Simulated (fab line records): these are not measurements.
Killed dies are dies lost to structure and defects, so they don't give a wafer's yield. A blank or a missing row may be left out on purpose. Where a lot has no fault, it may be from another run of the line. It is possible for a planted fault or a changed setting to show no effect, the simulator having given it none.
fab line records	flow n5_finfet
record: lots: 9	wafers: 27	last_day: 17
route steps=1938 shown WELL_APT@29 BEOL_M4@1111 PASSIVATION@1936
lots untouched by any fault: they come from a run of this same line in which no faults occurred
start_h: hours from the record's opening day to when the first of the lot's shown wafers began	wait_h: hours from the lot's prior step to this one	" as in the row above	L1.1+2: a single row standing in for several wafers	- no value, or no start given	* or withheld: withheld	< > ~ a bound
route shown NAME@n: a module of which the file shows steps, and the number in the route of the first	usual: mean and standard deviation over wafers with no fault	same: alike in all rows	chamber/n: place in a boat	sites: each site's reading	_std_site: their standard deviation	_edge_site: inner sites' mean taken away from outer sites' mean	radius_mm: how far each site lies from the wafer's centre	mask NAME#n: copy n	behind: the tool/chamber that last shaped the wafer	hold: cause of the lot's hold/its duration in hours/its outcome	device: whichever transistor did not switch (one of n, p or np)	end of line: tests run on the same wafers once the route is complete	for a step that has no rows: nothing shown but its recipe	killed: dies lost to structure and defects at the first sort, not the wafer's yield	map: the dies of a wafer, with x for killed, . for not killed, _ for no die there
set.NAME: the setting that was run; set.NAME@STEP: the one run at that earlier step	model.NAME: the simulator's own value behind a step, which no gauge read
one table for each step of the route and one row for each wafer, over a sample of lots
services: when a tool's chamber went out of use (start_h, in hours from the record's first day, below 0 if earlier), for how many hours, and the reason
== steps ==
step: N5_WELL_APT_OVL_MEAS_09
recipe: points_per_wafer: 44
usual: NWELL_OVL: -3/4.9
lot.wafer	tool	chamber	start_h	wait_h	NWELL_OVL[nm]
L226.1	overlay-01	0	43.72	0.0	-4
L226.3	"	0	"	"	-9
L226.5	"	0	"	"	-15
L227.2	overlay-01	0	49.71	0.0	1
L227.5	"	0	"	"	-9
L227.6	"	0	"	"	-8
L229.1	overlay-02	0	61.71	0.0	5
L229.3	"	0	"	"	8
L229.5	"	0	"	"	1
L230.2	overlay-01	0	67.62	0.0	3
L230.5	"	0	"	"	7
L230.6	"	0	"	"	-1
L232.2	overlay-02	0	79.60	0.0	7
L232.5	"	0	"	"	-4
L232.6	"	0	"	"	-5
L234.1	overlay-01	0	92.49	0.0	0
L234.4	"	0	"	"	0
L234.5	"	0	"	"	-1
L235.2	overlay-01	0	97.75	0.0	-11
L235.3	"	0	"	"	-8
L235.5	"	0	"	"	-10
L239.4	overlay-02	0	122.10	0.0	2
L239.5	"	0	"	"	-1
L239.6	"	0	"	"	-1
L244.1	overlay-02	0	151.77	0.0	2
L244.3	"	0	"	"	1
L244.6	"	0	"	"	-1
step: N5_WELL_APT_DESCUM_13
recipe: chemistry: O2	time_s: 7.9	source_power_w: 50	bias_power_w: 20	pressure_mtorr: 20	rf_frequency_hz: 2.712e+07	temp_c: 40	o2_flow_sccm: 225
usual: drypump_motor_current_A: 5.8/0.48	oes_product_au: 0.77/0.071	rf_vpp_V: 243.5/1.5	showerhead_plenum_p_Torr: 2.11/0.088	throttle_valve_pct: 20.43/0.2
lot.wafer	tool	chamber	start_h	wait_h	drypump_motor_current_A	oes_product_au	rf_hours_counter_h	rf_vpp_V	showerhead_plenum_p_Torr	throttle_valve_pct
L226.1	rie_diel-01	2	43.90	0.2	5.0	0.73	187	244.6	2.17	20.71
L226.3	"	3	"	"	6.2	0.82	82	245.8	2.21	20.35
L226.5	"	2	"	"	5.0	0.73	-	243.7	2.17	20.73
L227.2	rie_diel-02	3	49.83	0.1	5.9	0.80	88	240.9	2.03	20.17
L227.5	"	3	"	"	5.9	0.79	-	242.2	2.03	20.15
L227.6	"	0	"	"	5.5	0.70	-	242.5	1.98	20.33
L229.1	rie_diel-02	3	62.15	0.4	5.9	0.79	94	241.4	2.02	20.19
L229.3	"	1	"	"	6.5	0.74	177	244.7	2.17	20.41
L229.5	"	1	"	"	6.5	0.74	-	244.5	2.17	20.45
L230.2	rie_diel-02	2	67.88	0.2	6.1	0.84	68	245.4	2.22	20.27
L230.5	"	3	"	"	5.8	0.80	-	241.9	2.02	20.18
L230.6	"	0	"	"	5.5	0.70	-	242.4	1.98	20.34
L232.2	rie_diel-01	2	79.66	0.0	5.0	0.72	202	244.3	2.16	20.75
L232.5	"	2	"	"	5.0	0.72	-	244.9	2.16	20.73
L232.6	"	3	"	"	6.2	0.81	-	244.0	2.20	20.35
L234.1	rie_diel-02	1	92.77	0.3	6.5	0.73	187	244.8	2.17	20.46
L234.4	"	3	"	"	5.9	0.77	104	244.6	2.02	20.19
L234.5	"	3	"	"	5.9	0.77	-	242.4	2.02	20.19
L235.2	rie_diel-06	2	97.80	0.0	5.5	0.76	147	244.1	2.18	20.76
L235.3	"	3	"	"	6.4	0.80	104	243.5	2.10	20.59
L235.5	"	1	"	"	5.0	0.67	-	241.9	2.05	20.49
L239.4	rie_diel-01	0	122.15	0.0	5.6	0.75	154	242.0	2.00	20.54
L239.5	"	1	"	"	5.6	0.89	-	245.3	2.21	20.11
L239.6	"	0	"	"	5.7	0.75	-	242.3	2.00	20.55
L244.1	rie_diel-06	1	151.83	0.0	5.0	0.94	9	243.6	2.04	20.13
L244.3	"	3	"	"	6.4	0.77	125	242.2	2.09	20.62
L244.6	"	1	"	"	5.0	0.92	-	242.8	2.04	20.13
step: N5_WELL_APT_IMPLANT_15
recipe: species: As	energy_kev: 25	dose_cm2: 1.5e+13	tilt_deg: 0	rotation_deg: 0
usual: dose_ions_cm2: 1.5e+13/1.8e+10	end_station_pressure_torr: 5.17e-06/2.5e-07	faraday_current_uA: 190/3.8
lot.wafer	tool	chamber	start_h	wait_h	dose_ions_cm2	end_station_pressure_torr	faraday_current_uA
L226.1	implanter-01	0	44.18	0.1	1.4981e+13	5.3e-06	193
L226.3	"	0	"	"	1.4985e+13	4.85e-06	188
L226.5	"	0	"	"	1.4973e+13	5.74e-06	188
L227.2	implanter-01	0	50.14	0.1	1.5004e+13	4.81e-06	192
L227.5	"	0	"	"	1.5007e+13	5.18e-06	194
L227.6	"	0	"	"	1.5017e+13	5.3e-06	187
L229.1	implanter-01	0	62.43	0.1	1.4969e+13	5.41e-06	184
L229.3	"	0	"	"	1.5031e+13	5.18e-06	195
L229.5	"	0	"	"	1.5018e+13	5.41e-06	190
L230.2	implanter-01	0	68.19	0.1	1.5003e+13	5e-06	188
L230.5	"	0	"	"	1.4967e+13	5.09e-06	192
L230.6	"	0	"	"	1.5019e+13	5.1e-06	190
L232.2	implanter-01	0	79.97	0.1	1.4985e+13	5.45e-06	184
L232.5	"	0	"	"	1.4967e+13	5.11e-06	191
L232.6	"	0	"	"	1.4982e+13	5.59e-06	186
L234.1	implanter-01	0	93.05	0.1	8.846e+12	5.03e-06	113
L234.4	"	0	"	"	8.845e+12	5.26e-06	111
L234.5	"	0	"	"	8.835e+12	5.18e-06	111
L235.2	implanter-02	0	98.11	0.1	1.5006e+13	5.09e-06	186
L235.3	"	0	"	"	1.5001e+13	5.58e-06	187
L235.5	"	0	"	"	1.5026e+13	5.04e-06	193
L239.4	implanter-01	0	122.53	0.1	8.833e+12	5.11e-06	111
L239.5	"	0	"	"	8.85e+12	5.26e-06	109
L239.6	"	0	"	"	8.85e+12	4.91e-06	112
L244.1	implanter-02	0	152.11	0.1	1.5005e+13	5.78e-06	195
L244.3	"	0	"	"	1.4978e+13	5.53e-06	187
L244.6	"	0	"	"	1.5012e+13	5.37e-06	183
step: N5_WELL_APT_RTA_34
recipe: temp_c: 1000	time_s: 10	ambient: N2	idle_temp_c: 600	ramp_up_c_per_s: 150	ramp_down_c_per_s: 60	cool_to_c: 600
usual: anneal_temp_c_max: 1003.9/1.1	lamp_power_pct: 13.00/0.056	lamp_zone_2_pct: 12.992/0.024	wafer_temp_C_max: 1003.6/1.1
lot.wafer	tool	chamber	start_h	wait_h	anneal_temp_c_max	lamp_power_pct	lamp_zone_2_pct	wafer_temp_C_max
L226.1	rtp_anneal-02	0	45.98	0.2	1002.4	13.00	13.026	1003.4
L226.3	"	0	"	"	1004.5	12.99	13.031	1002.9
L226.5	"	0	"	"	1003.4	13.06	13.000	1004.9
L227.2	rtp_anneal-02	0	51.86	0.0	1003.1	13.03	12.975	1004.0
L227.5	"	0	"	"	1002.7	13.00	12.990	1002.0
L227.6	"	0	"	"	1003.7	13.02	12.956	1004.1
L229.1	rtp_anneal-02	0	64.23	0.0	1004.2	12.93	12.985	1003.5
L229.3	"	0	"	"	1003.2	12.88	13.010	1005.1
L229.5	"	0	"	"	1003.4	12.89	13.001	1002.7
L230.2	rtp_anneal-02	0	70.02	0.0	1004.3	13.02	13.000	1003.0
L230.5	"	0	"	"	1003.6	12.95	12.990	1004.6
L230.6	"	0	"	"	1003.9	12.95	13.027	1004.9
L232.2	rtp_anneal-01	0	81.87	0.0	1004.7	13.03	12.936	1002.9
L232.5	"	0	"	"	1004.5	13.06	13.006	1003.7
L232.6	"	0	"	"	1006.1	13.07	12.993	1007.5
L234.1	rtp_anneal-01	0	94.69	0.0	1004.5	12.95	12.976	1003.4
L234.4	"	0	"	"	1004.9	12.96	12.971	1004.9
L234.5	"	0	"	"	1004.0	13.01	12.997	1002.7
L235.2	rtp_anneal-02	0	99.73	0.0	1003.0	12.94	12.991	1003.9
L235.3	"	0	"	"	1003.3	13.06	13.012	1002.5
L235.5	"	0	"	"	1003.4	13.05	13.000	1003.3
L239.4	rtp_anneal-01	0	124.25	0.1	1005.5	13.02	12.980	1003.6
L239.5	"	0	"	"	1005.0	12.96	12.985	1004.6
L239.6	"	0	"	"	1005.9	13.10	12.986	1005.8
L244.1	rtp_anneal-02	0	153.84	0.0	1002.4	12.94	13.010	1004.0
L244.3	"	0	"	"	1002.6	13.04	13.042	1006.4
L244.6	"	0	"	"	1003.4	12.99	13.007	1003.2
step: N5_BEOL_M4_RC_MEAS_101
usual: CJ_P: 5.82/0.12	DIBL_N: 36.5/1.4	DIBL_P: 36.6/1.6	IOFF_N: 0.160/0.024	IOFF_P: 0.217/0.029	ION_N: 674/8.7	ION_P: 464/6.5	SS_N: 71.6/0.47	SS_P: 73.4/0.57	VT_N: 250.0/2.5	VT_P: -250/3.1
lot.wafer	tool	chamber	start_h	wait_h	CJ_P	DIBL_N[mV/V]	DIBL_P[mV/V]	IOFF_N[nA/um]	IOFF_P[nA/um]	ION_N[uA/um]	ION_P[uA/um]	SS_N[mV/dec]	SS_P[mV/dec]	VT_N[mV]	VT_P[mV]
L226.1	prober-02	0	210.82	0.0	5.94	38.8	39.8	0.211	0.253	694	465	72.7	74.1	248.9	-249
L226.3	"	0	"	"	5.68	35.9	36.3	0.160	0.196	677	457	71.2	73.5	250.0	-253
L226.5	"	0	"	"	5.83	37.8	38.6	0.187	0.226	679	460	70.8	74.0	249.7	-253
L227.2	prober-01	0	212.97	0.2	5.71	36.2	36.6	0.161	0.244	670	472	71.7	74.0	248.0	-245
L227.5	"	0	"	"	5.73	35.4	34.5	0.140	0.202	670	462	71.5	72.5	250.6	-246
L227.6	"	0	"	"	5.70	36.4	37.0	0.168	0.238	679	470	71.6	73.5	248.6	-246
L229.1	prober-01	0	227.21	0.0	5.91	36.3	37.3	0.169	0.261	678	474	71.1	74.2	248.6	-245
L229.3	"	0	"	"	5.95	37.1	37.9	0.187	0.267	673	474	72.0	73.4	245.1	-243
L229.5	"	0	"	"	5.99	36.9	37.7	0.176	0.256	689	474	71.9	73.4	248.4	-244
L230.2	prober-02	0	234.03	0.2	5.78	36.5	33.8	0.151	0.192	676	461	71.2	72.1	250.4	-251
L230.5	"	0	"	"	5.99	36.8	35.0	0.151	0.203	678	468	71.1	73.8	249.4	-251
L230.6	"	0	"	"	5.85	37.5	35.5	0.163	0.220	677	466	71.2	73.2	249.3	-248
L232.2	prober-02	0	242.14	0.2	5.73	39.2	39.4	0.188	0.213	679	461	72.3	74.0	248.0	-251
L232.5	"	0	"	"	5.79	40.3	40.9	0.209	0.247	668	456	72.9	75.4	247.4	-249
L232.6	"	0	"	"	5.77	38.9	39.0	0.170	0.197	674	455	72.2	74.6	250.9	-254
L234.1	prober-01	0	257.45	0.0	4.46	36.7	37.7	0.152	0.199	677	460	72.3	73.6	249.6	-254
L234.4	"	0	"	"	4.41	36.7	37.8	0.151	0.214	673	458	71.3	74.3	251.6	-253
L234.5	"	0	"	"	4.48	37.4	37.5	0.160	0.207	665	457	71.6	73.5	251.6	-253
L235.2	prober-02	0	260.42	0.2	5.74	36.8	37.4	0.157	0.227	668	458	72.0	74.0	251.6	-247
L235.3	"	0	"	"	5.82	36.1	36.8	0.154	0.219	678	468	71.6	73.4	250.2	-249
L235.5	"	0	"	"	5.83	36.4	36.4	0.155	0.219	678	469	70.4	73.7	251.5	-249
L239.4	prober-01	0	278.41	0.5	4.45	36.7	39.5	0.167	0.240	666	465	72.0	74.3	249.4	-252
L239.5	"	0	"	"	4.51	36.8	39.8	0.173	0.248	669	461	71.6	74.0	250.7	-249
L239.6	"	0	"	"	4.50	35.0	37.4	0.146	0.202	672	462	71.7	73.4	250.6	-251
L244.1	prober-02	0	304.14	0.0	5.84	37.0	36.3	0.169	0.218	677	459	72.2	72.9	249.2	-251
L244.3	"	0	"	"	5.89	36.4	36.3	0.166	0.213	682	464	71.4	74.0	247.6	-252
L244.6	"	0	"	"	5.71	36.7	36.4	0.173	0.222	680	464	72.0	73.8	247.2	-249
step: N5_PASSIVATION_PROBE_49
usual: defect_limited_yield: 91.2/1.4	killed_at_M0_to_M3: 34/9.4	killed_at_M4_up: 13/5.8	killed_at_contacts: 13/6.4	killed_at_front_end: 41/11	killed_at_other: 3.1/2.3	killed_dies: 103/16	killed_open: 69/12	killed_short: 33/7.8	sort_bin_5_function: 5.1/0.91	sort_bin_6_memory: 3.3/0.63	sort_n_pass: 1077/16	sort_yield_pct: 91.2/1.4
same: gross_dies: 1180	killed_at_back_side: 0	sort_bin_4_leakage[%]: 0	sort_bin_8_speed[%]: 0
lot.wafer	tool	chamber	start_h	wait_h	defect_limited_yield[%]	killed_at_M0_to_M3	killed_at_M4_up	killed_at_contacts	killed_at_front_end	killed_at_other	killed_dies	killed_open	killed_short	sort_bin_5_function[%]	sort_bin_6_memory[%]	sort_n_pass	sort_yield_pct[%]
L234.4	prober-02	-	365.15	0.2	91.0	18	22	31	30	5	106	76	30	4.6	4.1	1074	91.0
L234.5	prober-02	-	365.20	0.2	89.4	44	16	28	34	3	125	87	36	6.0	4.3	1055	89.4
killed by level:class
L234.4 MOL_CONTACT_COAG:geometric_particle:open=28 STI_FIN_REVEAL:geometric_particle:open=8 BEOL_M4:geometric_particle:short=6 BEOL_M4:geometric_particle:open=6 BEOL_M0_SAQP:geometric_particle:short=5 FIN_SAQP:geometric_particle:short=4 BEOL_M0_SAQP:geometric_particle:open=4 FIN_SAQP:geometric_particle:open=3
L234.5 MOL_CONTACT_COAG:geometric_particle:open=22 BEOL_M1:geometric_particle:open=15 STI_FIN_REVEAL:geometric_particle:open=13 BEOL_M0_SAQP:geometric_particle:short=8 BEOL_M0_SAQP:geometric_particle:open=7 MOL_CONTACT_COAG:geometric_particle:short=6 DUMMY_GATE:geometric_particle:open=5 BEOL_M1:geometric_particle:short=4
== services ==
tool	chamber	start_h	hours	kind
rie_diel-01	1	22.71	-	clean
rie_diel-01	1	22.71	-	consumable_replace:focus_ring
rie_diel-01	1	22.71	-	consumable_replace:showerhead
rie_diel-01	1	22.71	16.1	scheduled_down
rie_diel-01	1	22.71	16.1	vent_cycle
rie_diel-01	-	22.98	14.6	pm
rtp_anneal-02	-	33.02	0.7	pm
rie_diel-06	-	57.20	3.8	repair
rie_diel-01	1	64.71	3.8	repair
rie_diel-06	0	82.34	-	clean
rie_diel-06	0	82.34	-	consumable_replace:focus_ring
rie_diel-06	0	82.34	29.6	scheduled_down
rie_diel-06	0	82.34	29.6	vent_cycle
implanter-02	-	90.88	4.3	pm
rie_diel-06	1	112.08	-	clean
rie_diel-06	1	112.08	-	consumable_replace:focus_ring
rie_diel-06	1	112.08	16.5	scheduled_down
rie_diel-06	1	112.08	16.5	vent_cycle
rie_diel-06	-	152.14	4.3	pm
== key ==
first_sign: step: N5_WELL_APT_IMPLANT_15	reading: dose_ions_cm2	direction: down	sigmas: 99+	usual: 1.5e+13	struck: 8.843e+12
effect: step: N5_WELL_APT_IMPLANT_15	reading: faraday_current_uA	direction: down	sigmas: 21	usual: 190	struck: 111
effect: step: N5_BEOL_M4_RC_MEAS_101	reading: CJ_P	direction: down	sigmas: 12	usual: 5.82	struck: 4.47
met_at N5_WELL_APT_IMPLANT_15
struck_lots L234,L239
not_acting_at N5_WELL_APT_OVL_MEAS_09,N5_WELL_APT_DESCUM_13,N5_WELL_APT_RTA_34
onset_between 79.97 93.05
fault: kind: process_parameter_drift	tool: implanter-01	chamber: -	onset_h: 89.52	steps: N5_WELL_APT_IMPLANT_15	channel: dose_cm2	offset: -6.1617e+12	shape: step	end_h: 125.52	acts_in: these_recipes_only	stated: 1.5e+13
